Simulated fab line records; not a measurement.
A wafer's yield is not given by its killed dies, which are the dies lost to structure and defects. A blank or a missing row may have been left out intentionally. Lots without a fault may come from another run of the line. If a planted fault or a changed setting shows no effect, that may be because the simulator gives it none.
Chamber matching | flow nandHarc | NHARC_A_ZERO_WELL_DESCUM_12 on rieDiel-09: 4 sister chambers
The step chemistry O2, time 3 s. 8 wafers are shown with their chamber, then 11 later ones without.

WAFERS PAIRED WITH THEIR CHAMBERS
wafer  | chamber | drypumpMotorCurrentA (A) | oesProductAu (a.u.)
L651.6 | 3       | 5.8                      | 1.001
L654.4 | 3       | 5.8                      | 0.993
L655.1 | 0       | 4.9                      | 1.015
L655.6 | 2       | 5.3                      | 0.997
L658.4 | 0       | 4.9                      | 1.004
L658.5 | 2       | 5.2                      | 0.992
L658.6 | 1       | 5.9                      | 1.009
L662.3 | 1       | 5.9                      | 1.011

WAFERS WITHOUT THEIR CHAMBER
wafer  | drypumpMotorCurrentA (A) | oesProductAu (a.u.)
L662.4 | 5.2                      | 0.987
L662.6 | 5.8                      | 0.997
L669.1 | 5.9                      | 0.989
L669.2 | 5.2                      | 0.997
L669.5 | 5.9                      | 1.018
L670.1 | 5.8                      | 0.989
L670.3 | 5.8                      | 1.016
L670.4 | 5.2                      | 0.993
L671.2 | 5.8                      | 0.994
L671.5 | 5.9                      | 0.992
L671.6 | 4.9                      | 1.007

THE CHAMBER EACH PASSED THROUGH
wafer  | from the rows above     | in truth
L662.4 | 2                       | 2
L662.6 | 3                       | 3
L669.1 | can't be placed: 3 or 1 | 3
L669.2 | 2                       | 2
L669.5 | 1                       | 1
L670.1 | 3                       | 3
L670.3 | can't be placed: 1 or 3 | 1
L670.4 | 2                       | 2
L671.2 | 3                       | 3
L671.5 | can't be placed: 3 or 1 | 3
L671.6 | 0                       | 0
8 of 11 placed correctly. Can't be placed from these rows: 3 (the true chamber is among the candidates in 3). Wrongly placed: 0.
How it was worked out, from the rows above alone: a wafer's distance from a chamber is the root of the sum, over the readings, of the square of ((its reading less the chamber's mean) divided by the reading's scatter). The wafer belongs to the nearest chamber; if the next one is less than 2 further off, it can't be placed. A chamber's mean is the mean of its shown wafers. The scatter: take each reading less its chamber's mean, square it, sum over the shown wafers, divide by the number of wafers less the number of chambers, and take the root.
